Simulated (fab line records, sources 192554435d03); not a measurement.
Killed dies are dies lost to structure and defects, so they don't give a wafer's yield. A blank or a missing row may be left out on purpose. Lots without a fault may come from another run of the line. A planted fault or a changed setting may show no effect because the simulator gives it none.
Which tool did it? | flow n5_finfet | 8 lots, 24 wafers sampled, at 5 steps of a route of 1938

WHAT THE GAUGES READ, wafer by wafer
N5_BEOL_M0_SAQP_INSPECT_42: inspects for defects (brightfield).
lot  | measured     | on                | raw_defect_count
L753 | day 5 19:35  | defect_inspect-01 | 249 204 343
L756 | day 6 08:19  | defect_inspect-01 | 166 170 159
L763 | day 8 04:21  | defect_inspect-01 | 229 271 1251
L771 | day 10 09:21 | defect_inspect-01 | 226 320 315
L772 | day 10 10:36 | defect_inspect-02 | 304 485 329
L773 | day 10 19:53 | defect_inspect-02 | 466 470 500
L774 | day 10 23:43 | defect_inspect-01 | 329 459 207
L775 | day 11 02:55 | defect_inspect-02 | 413 270 306

WHICH TOOL RAN EACH LOT (tool, then ch and the chambers of the sampled wafers, then the start)
lot  | N5_BEOL_M0_SAQP_ETCH_84            | N5_BEOL_M0_SAQP_HM_OPEN_112        | N5_BEOL_M0_SAQP_SPACER1_ETCHBACK_99 | N5_BEOL_M0_SAQP_RECESS_104
L753 | rie_diel-01 ch 1,3, day 5 15:12    | rie_diel-01 ch 1,3, day 5 15:19    | rie_diel-01 ch 2,3, day 5 17:07     | vapor_etch-02 ch 0,1, day 5 17:34
L756 | rie_diel-01 ch 0,2,3, day 6 04:24  | rie_diel-01 ch 0,2,3, day 6 04:31  | rie_diel-02 ch 1,2,3, day 6 05:41   | vapor_etch-02 ch 0,1, day 6 06:08
L763 | rie_diel-01 ch 0,1, day 8 00:40    | rie_diel-01 ch 0,1, day 8 00:46    | rie_diel-05 ch 0,3, day 8 01:59     | vapor_etch-01 ch 0,1, day 8 02:34
L771 | rie_diel-01 ch 0,1,2, day 10 04:51 | rie_diel-01 ch 0,1,2, day 10 04:57 | rie_diel-02 ch 0,1,3, day 10 06:13  | vapor_etch-02 ch 0,1, day 10 06:40
L772 | rie_diel-02 ch 1,2,3, day 10 06:22 | rie_diel-02 ch 1,2,3, day 10 06:28 | rie_diel-02 ch 0,1,2, day 10 08:07  | vapor_etch-02 ch 0,1, day 10 08:35
L773 | rie_diel-01 ch 0,1,2, day 10 16:08 | rie_diel-01 ch 0,1,2, day 10 16:14 | rie_diel-01 ch 1,2, day 10 17:25    | vapor_etch-02 ch 0,1, day 10 17:59
L774 | rie_diel-01 ch 0,1,2, day 10 19:46 | rie_diel-01 ch 0,1,2, day 10 19:52 | rie_diel-01 ch 1,2, day 10 21:04    | vapor_etch-02 ch 0,1, day 10 21:32
L775 | rie_diel-01 ch 0,1,3, day 10 22:58 | rie_diel-01 ch 0,1,3, day 10 23:05 | rie_diel-01 ch 2,3, day 11 00:25    | vapor_etch-02 ch 0,1, day 11 00:59
- N5_BEOL_M0_SAQP_ETCH_84: etches SOC in N2/H2, target depth 100 nm, overetch 20 nm, time 150 s.
- N5_BEOL_M0_SAQP_HM_OPEN_112: chemistry CHF3/O2, target SiO2, stops on a-Si, target depth 12 nm, time 13.5 s.
- N5_BEOL_M0_SAQP_SPACER1_ETCHBACK_99: etches SiO2 in CHF3/O2, target depth 15.4 nm, time 7.7 s.
- N5_BEOL_M0_SAQP_RECESS_104: chemistry HF/NH3, target SiO2, target depth 18 nm, afs cycles 3, sublimation time 60 s.

THE ANSWER, worked out from the rows above alone
Rule: what is usual is taken from the lots themselves. Put in order of their means at a reading, lots are off if they are a third of the lots or fewer, leave a main group of 4 or more, and stand apart from it by a gap of 3 or more times the standard deviation of the main group's means; of several such gaps the widest counts. A main group whose means are all the same, to the digits that the tables above print for the reading, isn't used. A lot without any number at a reading at which 4 lots or more have one is off too. The other lots that the step has rows for count as sound.
No lot is off at any reading shown: from this, nothing can be told.

WHAT THE SIMULATOR HAD PUT IN
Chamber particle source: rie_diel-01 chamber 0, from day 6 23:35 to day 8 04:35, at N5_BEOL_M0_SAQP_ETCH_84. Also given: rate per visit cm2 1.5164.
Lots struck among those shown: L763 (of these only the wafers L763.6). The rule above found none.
